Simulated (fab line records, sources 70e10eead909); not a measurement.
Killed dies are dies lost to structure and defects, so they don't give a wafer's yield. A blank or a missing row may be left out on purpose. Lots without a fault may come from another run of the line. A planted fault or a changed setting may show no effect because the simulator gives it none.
Which tool did it? | flow nand_harc | 13 lots, 39 wafers sampled, at 5 steps of a route of 1159

WHAT THE GAUGES READ, wafer by wafer
NHARC_THIN_TSV_CD_MEAS_37. Usual: cd_nm 5000 nm, standard deviation 3.2.
lot  | measured     | on        | cd_nm (nm)     | flag
L676 | day 19 17:41 | cd_sem-02 | 5003 5002 5003 |
L678 | day 20 00:29 | cd_sem-02 | 5000 5000 4999 |
L680 | day 21 00:20 | cd_sem-01 | 5005 4999 5000 |
L682 | day 21 11:59 | cd_sem-03 | 5006 5000 5006 |
L684 | day 21 13:07 | cd_sem-03 | 5002 4997 5002 |
L686 | day 21 19:37 | cd_sem-03 | 5004 5003 4998 |
L685 | day 21 21:10 | cd_sem-03 | 4998 5000 4998 |
L687 | day 21 22:16 | cd_sem-01 | 4999 5001 5002 |
L689 | day 21 23:54 | cd_sem-01 | 5002 5001 5002 |
L691 | day 22 01:17 | cd_sem-03 | 5001 4996 5001 |
L693 | day 23 07:07 | cd_sem-03 | 4995 4998 4994 |
L694 | day 23 11:38 | cd_sem-03 | 5000 4999 4996 |
L695 | day 23 19:53 | cd_sem-03 | 5000 4999 4999 |

NHARC_END_SORT_01. Usual: killed_at_array 28, standard deviation 10; killed_at_other 0.5, standard deviation 0.82; killed_at_periphery 3.4, standard deviation 2.2; killed_dies 31, standard deviation 10; killed_open 3.4, standard deviation 1.9; killed_short 1.9, standard deviation 1.3.
lot  | measured     | on        | killed_at_array | killed_at_other | killed_at_periphery | killed_dies | killed_open | killed_short | flag
L694 | day 23 17:34 | prober-01 | 115 85 108      | 0 0 0           | 4 1 0               | 119 86 108  | 3 2 1       | 2 1 4        | OFF
L695 | day 24 09:18 | prober-01 | 83 71 77        | 0 0 0           | 2 1 2               | 85 72 79    | 2 1 1       | 3 4 0        | OFF

WHICH TOOL RAN EACH LOT (tool, then ch and the chambers of the sampled wafers, then the start)
lot  | NHARC_A_CONTACT_ETCH_137             | NHARC_A_BONDPAD_ETCH_34            | NHARC_THIN_TSV_DEP_47
L676 | har_cap_etch-01 ch 0,1, day 16 17:15 | rie_diel-03 ch 0,3, day 18 17:45   | pecvd-02 ch 0,1,2, day 19 11:59
L678 | har_cap_etch-01 ch 0,1, day 17 19:41 | rie_diel-03 ch 0,1, day 19 05:05   | pecvd-02 ch 0,2, day 19 18:35
L680 | har_cap_etch-01 ch 0,1, day 18 19:21 | rie_diel-03 ch 2,3, day 19 22:20   | pecvd-01 ch 0,1,2, day 20 18:54
L682 | har_cap_etch-02 ch 0,1, day 19 12:43 | rie_diel-03 ch 0,1,3, day 20 11:52 | pecvd-02 ch 0,1,2, day 21 06:27
L684 | har_cap_etch-02 ch 0,1, day 19 20:55 | rie_diel-03 ch 0,1,2, day 20 16:24 | pecvd-01 ch 0,1,2, day 21 07:50
L686 | har_cap_etch-02 ch 0,1, day 19 23:55 | rie_diel-03 ch 0,2,3, day 20 19:41 | pecvd-02 ch 0,2, day 21 13:58
L685 | har_cap_etch-03 ch 0,1, day 20 03:46 | rie_diel-03 ch 2,3, day 20 23:29   | pecvd-01 ch 0,1,2, day 21 15:38
L687 | har_cap_etch-02 ch 0,1, day 20 04:14 | rie_diel-03 ch 0,1,3, day 20 23:55 | pecvd-02 ch 0,1, day 21 16:37
L689 | har_cap_etch-03 ch 0,1, day 20 08:00 | rie_diel-03 ch 1,2,3, day 21 01:28 | pecvd-03 ch 0,1, day 21 18:17
L691 | har_cap_etch-01 ch 0,1, day 20 08:36 | rie_diel-03 ch 2,3, day 21 03:39   | pecvd-03 ch 0,1,2, day 21 19:45
L693 | har_cap_etch-01 ch 0,1, day 20 21:43 | rie_diel-03 ch 0,1,3, day 22 05:39 | pecvd-01 ch 0,2, day 23 00:06
L694 | har_cap_etch-01 ch 0,1, day 21 13:01 | rie_diel-03 ch 0,2, day 22 12:04   | pecvd-03 ch 0,1, day 23 05:23
L695 | har_cap_etch-01 ch 0,1, day 21 20:11 | rie_diel-06 ch 1,2,3, day 22 16:32 | pecvd-01 ch 0,1, day 23 14:09
- NHARC_A_CONTACT_ETCH_137: etches the open film in C4F8/O2/Ar, time 132 s, target depth 1287 nm.
- NHARC_A_BONDPAD_ETCH_34: etches the open film in N2/H2, target depth 60 nm, overetch 18 nm, time 65.91 s.
- NHARC_THIN_TSV_DEP_47: deposits SiO2, target thk 200 nm.

WHAT THE TOOLS THEMSELVES READ (means of the sampled wafers that have a number; where no wafer has one, the mark that the record gives instead)
NHARC_A_BONDPAD_ETCH_34. Usual: bias_w 150.0 W, standard deviation 0.51; drypump_motor_current_A 5.7 A, standard deviation 0.41; mfc_ar_sccm 0.020 sccm, standard deviation 0.014; n2_flow_sccm 150.0 sccm, standard deviation 0.43; oes_product_au 0.998 a.u., standard deviation 0.008; rf_fwd_power_W 396.6 W, standard deviation 1.6; rf_vpp_V 430.4 V, standard deviation 2.5; showerhead_plenum_p_Torr 2.04 Torr, standard deviation 0.087; throttle_valve_pct 14.171 %, standard deviation 0.01.
lot  | tool        | bias_w (W) | drypump_motor_current_A (A) | mfc_ar_sccm (sccm) | n2_flow_sccm (sccm) | oes_product_au (a.u.) | rf_fwd_power_W (W) | rf_vpp_V (V) | showerhead_plenum_p_Torr (Torr) | throttle_valve_pct (%) | flag
L676 | rie_diel-03 | 150.3      | 5.8                         | 0.006              | 149.6               | 0.993                 | 398.2              | 428.5        | 1.99                            | 14.161                 |
L678 | rie_diel-03 | 150.2      | 5.2                         | 0.023              | 150.1               | 0.990                 | 398.5              | 431.2        | 2.04                            | 14.162                 |
L680 | rie_diel-03 | 150.0      | 6.0                         | 0.021              | 150.1               | 0.998                 | 395.7              | 432.1        | 2.08                            | 14.176                 |
L682 | rie_diel-03 | 149.9      | 5.5                         | 0.017              | 150.1               | 0.991                 | 397.3              | 430.4        | 2.05                            | 14.174                 |
L684 | rie_diel-03 | 149.9      | 5.6                         | 0.022              | 149.4               | 1.001                 | 397.2              | 429.3        | 2.00                            | 14.160                 |
L686 | rie_diel-03 | 149.5      | 5.9                         | 0.016              | 150.1               | 0.997                 | 395.7              | 430.2        | 2.01                            | 14.161                 |
L685 | rie_diel-03 | 149.9      | 6.1                         | 0.026              | 149.9               | 1.001                 | 397.4              | 431.1        | 2.02                            | 14.173                 |
L687 | rie_diel-03 | 150.2      | 5.6                         | 0.017              | 149.8               | 0.989                 | 396.0              | 431.5        | 2.05                            | 14.178                 |
L689 | rie_diel-03 | 149.5      | 5.7                         | 0.027              | 150.3               | 0.997                 | 395.9              | 430.6        | 2.07                            | 14.157                 |
L691 | rie_diel-03 | 150.4      | 6.1                         | 0.026              | 150.0               | 1.000                 | 397.6              | 430.2        | 2.02                            | 14.173                 |
L693 | rie_diel-03 | 150.3      | 5.5                         | 0.017              | 149.9               | 0.998                 | 396.0              | 430.7        | 2.05                            | 14.166                 |
L694 | rie_diel-03 | 149.7      | 6.0                         | 0.020              | 150.0               | 1.004                 | 396.6              | 427.8        | 1.95                            | 14.163                 |
L695 | rie_diel-06 | 149.9      | 5.8                         | 0.008              | 150.1               | 1.007                 | 396.9              | 433.1        | 2.11                            | 14.169                 |

NHARC_THIN_TSV_DEP_47. Usual: rf_fwd_power_W 898.2 W, standard deviation 2.8; throttle_valve_pct 15.8 %, standard deviation 0.45.
lot  | tool     | rf_fwd_power_W (W) | throttle_valve_pct (%) | flag
L676 | pecvd-02 | 898.6              | 15.7                   |
L678 | pecvd-02 | 898.7              | 15.6                   |
L680 | pecvd-01 | 898.5              | 16.1                   |
L682 | pecvd-02 | 900.9              | 15.8                   |
L684 | pecvd-01 | 899.6              | 16.1                   |
L686 | pecvd-02 | 896.4              | 15.5                   |
L685 | pecvd-01 | 897.3              | 16.1                   |
L687 | pecvd-02 | 900.0              | 15.8                   |
L689 | pecvd-03 | 897.9              | 15.6                   |
L691 | pecvd-03 | 899.2              | 15.4                   |
L693 | pecvd-01 | 895.4              | 15.8                   |
L694 | pecvd-03 | 896.9              | 15.9                   |
L695 | pecvd-01 | 898.9              | 16.5                   |

THE ANSWER, worked out from the rows above alone
Rule: a lot is off if the mean of its wafers that have a number lies more than 3 standard deviations from the usual mean. A lot without any number at a reading at which 4 lots or more have one is off too. The other lots that the step has rows for count as sound. The gauges are gone through in route order, then the tools' own readings, and for those a lot's mean is taken as printed above. The first step at which some lot is off is used, and at that step the reading that is off furthest; a lot without a number counts as furthest.
Off: L694, L695, at NHARC_END_SORT_01 (killed_at_array). Neither off nor sound, because the step has no rows for them: L676, L678, L680, L682, L684, L686, L685, L687, L689, L691, L693.
A tool fits if, at a process step before that reading, it ran every lot that is off, and no sound lot after the first of them. The gauges at NHARC_END_SORT_01 are tried like those tools. Can't be told from this: 2 tools fit, har_cap_etch-01 at NHARC_A_CONTACT_ETCH_137, prober-01 at NHARC_END_SORT_01.

WHAT THE SIMULATOR HAD PUT IN
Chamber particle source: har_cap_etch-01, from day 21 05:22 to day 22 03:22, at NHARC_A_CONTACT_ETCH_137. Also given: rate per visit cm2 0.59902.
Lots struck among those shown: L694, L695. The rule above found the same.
